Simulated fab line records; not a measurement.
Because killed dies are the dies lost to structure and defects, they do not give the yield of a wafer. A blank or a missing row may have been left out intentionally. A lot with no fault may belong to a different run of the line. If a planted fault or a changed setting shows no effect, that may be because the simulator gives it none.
Which tool was responsible? :: flow nand-harc :: Sampling: 13 lots, 39 wafers, 5 of 1159 route steps

## WHAT THE GAUGES SHOWED, per wafer
NHARC_P_M0_CD_MEAS_16.
lot: L649
measured: day 6 19:54
on: cd-sem-02
cd-nm (nm): 88.8 91.3 90.2

lot: L650
measured: day 7 04:48
on: cd-sem-03
cd-nm (nm): 89.6 91.0 89.9

lot: L651
measured: day 7 08:08
on: cd-sem-01
cd-nm (nm): 88.9 90.3 89.2

lot: L654
measured: day 7 22:07
on: cd-sem-02
cd-nm (nm): 89.6 87.2 89.8

lot: L655
measured: day 7 22:44
on: cd-sem-03
cd-nm (nm): 89.3 89.8 87.4

lot: L653
measured: day 8 00:34
on: cd-sem-02
cd-nm (nm): 88.9 90.3 91.2

lot: L659
measured: day 9 20:49
on: cd-sem-01
cd-nm (nm): 88.6 90.6 89.1

lot: L660
measured: day 10 00:30
on: cd-sem-02
cd-nm (nm): 89.3 90.5 89.1

lot: L664
measured: day 10 06:49
on: cd-sem-03
cd-nm (nm): 89.9 89.7 90.1

lot: L666
measured: day 11 04:00
on: cd-sem-02
cd-nm (nm): 90.9 89.6 90.9

lot: L665
measured: day 11 04:31
on: cd-sem-03
cd-nm (nm): 88.8 89.9 89.8

lot: L667
measured: day 11 06:14
on: cd-sem-02
cd-nm (nm): 89.0 87.6 91.4

lot: L668
measured: day 11 06:59
on: cd-sem-01
cd-nm (nm): 89.0 90.0 90.0

NHARC_P_M0_THK_MEAS_24: measures by xrf.
lot: L649
measured: day 6 21:57
on: film-metro-02
thk-nm (nm): 115.8 115.8 115.8

lot: L650
measured: day 7 06:49
on: film-metro-01
thk-nm (nm): 119.2 117.8 117.9

lot: L651
measured: day 7 10:09
on: film-metro-01
thk-nm (nm): 119.2 116.6 117.2

lot: L654
measured: day 8 00:17
on: film-metro-01
thk-nm (nm): 118.0 119.8 119.8

lot: L655
measured: day 8 00:47
on: film-metro-01
thk-nm (nm): 117.5 116.8 118.6

lot: L653
measured: day 8 02:50
on: film-metro-02
thk-nm (nm): 118.2 118.9 118.4

lot: L659
measured: day 9 22:49
on: film-metro-02
thk-nm (nm): 116.5 117.3 118.4

lot: L660
measured: day 10 02:32
on: film-metro-01
thk-nm (nm): 115.5 117.4 114.4

lot: L664
measured: day 10 08:52
on: film-metro-02
thk-nm (nm): 118.9 116.3 115.7

lot: L666
measured: day 11 06:01
on: film-metro-01
thk-nm (nm): 119.0 121.2 118.9

lot: L665
measured: day 11 06:35
on: film-metro-02
thk-nm (nm): 117.6 115.7 117.3

lot: L667
measured: day 11 08:26
on: film-metro-01
thk-nm (nm): 119.0 118.1 119.1

lot: L668
measured: day 11 09:01
on: film-metro-01
thk-nm (nm): 116.6 115.3 116.2

NHARC_P_M1_INSPECT_11.
lot: L649
measured: day 6 23:30
on: defect-inspect-01
raw-defect-count: 3 4 4

lot: L650
measured: day 7 08:31
on: defect-inspect-01
raw-defect-count: 4 3 6

lot: L651
measured: day 7 11:41
on: defect-inspect-02
raw-defect-count: 6 3 1

lot: L654
measured: day 8 02:49
on: defect-inspect-02
raw-defect-count: 9 7 10

lot: L655
measured: day 8 02:35
on: defect-inspect-02
raw-defect-count: 7 8 4

lot: L653
measured: day 8 04:31
on: defect-inspect-02
raw-defect-count: 2 2 3

lot: L659
measured: day 10 01:02
on: defect-inspect-02
raw-defect-count: 3 3 5

lot: L660
measured: day 10 04:11
on: defect-inspect-01
raw-defect-count: 2 0 0

lot: L664
measured: day 10 11:03
on: defect-inspect-01
raw-defect-count: 6 4 1

lot: L666
measured: day 11 08:35
on: defect-inspect-01
raw-defect-count: 9 6 6

lot: L665
measured: day 11 09:17
on: defect-inspect-02
raw-defect-count: 3 8 6

lot: L667
measured: day 11 10:26
on: defect-inspect-02
raw-defect-count: 3 4 4

lot: L668
measured: day 11 10:51
on: defect-inspect-01
raw-defect-count: 1 3 1

NHARC_END_SORT_01.
lot: L654
measured: day 21 19:27
on: prober-02
defect-limited-yield (%): 0 0 0
killed-at-array: 18 17 16
killed-at-other: 0 0 0
killed-at-periphery: 659 660 661
killed-dies: 677 677 677
killed-open: 4 2 3
killed-short: 2 1 1
sort_bin_2_pct (%): 97.3 97.8 97.0
sort_bin_3_pct (%): 0.15 0.30 0.15
sort_bin_4_pct (%): 2.5 1.9 2.8
sort-n-pass: 0 0 0
sort-rim-yield-pct (%): 0 0 0
sort-yield-pct (%): 0 0 0

lot: L659
measured: day 23 05:12
on: prober-02
defect-limited-yield (%): 0 0 0
killed-at-array: 55 49 50
killed-at-other: 0 0 0
killed-at-periphery: 622 628 627
killed-dies: 677 677 677
killed-open: 7 2 2
killed-short: 0 1 1
sort_bin_2_pct (%): 95.1 94.4 95.3
sort_bin_3_pct (%): 0.44 0.44 0.15
sort_bin_4_pct (%): 4.4 5.2 4.6
sort-n-pass: 0 0 0
sort-rim-yield-pct (%): 0 0 0
sort-yield-pct (%): 0 0 0

lot: L664
measured: day 23 12:20
on: prober-01
defect-limited-yield (%): 0 0 0
killed-at-array: 10 15 18
killed-at-other: 0 0 1
killed-at-periphery: 667 662 658
killed-dies: 677 677 677
killed-open: 0 1 7
killed-short: 1 0 1
sort_bin_2_pct (%): 99.0 97.9 97.9
sort_bin_3_pct (%): 0.15 0.30 0
sort_bin_4_pct (%): 0.9 1.8 2.1
sort-n-pass: 0 0 0
sort-rim-yield-pct (%): 0 0 0
sort-yield-pct (%): 0 0 0

## WHICH TOOL RAN EACH LOT (tool, then ch and the chambers of the sampled wafers, then the start)
lot: L649
NHARC_P_M1_DEP_00: pecvd-02 ch 0,2, day 6 22:40

lot: L650
NHARC_P_M1_DEP_00: pecvd-04 ch 0,1,2, day 7 07:33

lot: L651
NHARC_P_M1_DEP_00: pecvd-04 ch 0,2, day 7 10:51

lot: L654
NHARC_P_M1_DEP_00: pecvd-04 ch 0,2, day 8 01:03

lot: L655
NHARC_P_M1_DEP_00: pecvd-04 ch 0,1,2, day 8 01:37

lot: L653
NHARC_P_M1_DEP_00: pecvd-04 ch 1,2, day 8 03:37

lot: L659
NHARC_P_M1_DEP_00: pecvd-03 ch 0,2, day 9 23:31

lot: L660
NHARC_P_M1_DEP_00: pecvd-02 ch 0,1,2, day 10 03:14

lot: L664
NHARC_P_M1_DEP_00: pecvd-02 ch 0,1,2, day 10 09:33

lot: L666
NHARC_P_M1_DEP_00: pecvd-04 ch 0,1, day 11 07:34

lot: L665
NHARC_P_M1_DEP_00: pecvd-02 ch 0,1, day 11 08:25

lot: L667
NHARC_P_M1_DEP_00: pecvd-04 ch 0,1, day 11 09:25

lot: L668
NHARC_P_M1_DEP_00: pecvd-04 ch 0,1, day 11 09:45
- NHARC_P_M1_DEP_00: deposits SiOC, target thk 182.5 nm.

## AS READ BY THE TOOLS THEMSELVES (means over the sampled wafers that have a number; for cases with no such wafer, the mark the record gives instead)
NHARC_P_M1_DEP_00.
lot: L649
tool: pecvd-02
rf-fwd-power-W (W): 598.1
showerhead-vpp-V (V): 1490

lot: L650
tool: pecvd-04
rf-fwd-power-W (W): 598.3
showerhead-vpp-V (V): 1466

lot: L651
tool: pecvd-04
rf-fwd-power-W (W): 600.1
showerhead-vpp-V (V): 1514

lot: L654
tool: pecvd-04
rf-fwd-power-W (W): 599.5
showerhead-vpp-V (V): 1509

lot: L655
tool: pecvd-04
rf-fwd-power-W (W): 599.5
showerhead-vpp-V (V): 1468

lot: L653
tool: pecvd-04
rf-fwd-power-W (W): 598.2
showerhead-vpp-V (V): 1397

lot: L659
tool: pecvd-03
rf-fwd-power-W (W): 599.3
showerhead-vpp-V (V): 1556

lot: L660
tool: pecvd-02
rf-fwd-power-W (W): 600.0
showerhead-vpp-V (V): 1490

lot: L664
tool: pecvd-02
rf-fwd-power-W (W): 598.0
showerhead-vpp-V (V): 1490

lot: L666
tool: pecvd-04
rf-fwd-power-W (W): 600.0
showerhead-vpp-V (V): 1497

lot: L665
tool: pecvd-02
rf-fwd-power-W (W): 598.3
showerhead-vpp-V (V): 1482

lot: L667
tool: pecvd-04
rf-fwd-power-W (W): 599.3
showerhead-vpp-V (V): 1470

lot: L668
tool: pecvd-04
rf-fwd-power-W (W): 598.5
showerhead-vpp-V (V): 1429

## THE ANSWER, worked out from the rows above alone
Rule: usual is defined by the lots themselves. Put in order of their means at a reading, lots are off if they are a third of the lots or fewer, leave a main group of 4 or more, and stand apart from it by a gap of 3 or more times the standard deviation of the main group's means; of several such gaps the widest counts. Not used: any main group whose means are identical at the precision the tables above print for the reading. A lot without any number at a reading at which 4 lots or more have one is off too. Where the step has rows for the other lots, those lots are counted as sound. After the gauges, taken in route order, come the tools' own readings; for these a lot's mean is taken, as printed above. The first step at which some lot is off is used, and at that step the reading that is off furthest; a lot without a number counts as furthest.
Across all readings shown, no lot is off: no conclusion can be drawn from this.

## WHAT WAS PUT IN BY THE SIMULATOR
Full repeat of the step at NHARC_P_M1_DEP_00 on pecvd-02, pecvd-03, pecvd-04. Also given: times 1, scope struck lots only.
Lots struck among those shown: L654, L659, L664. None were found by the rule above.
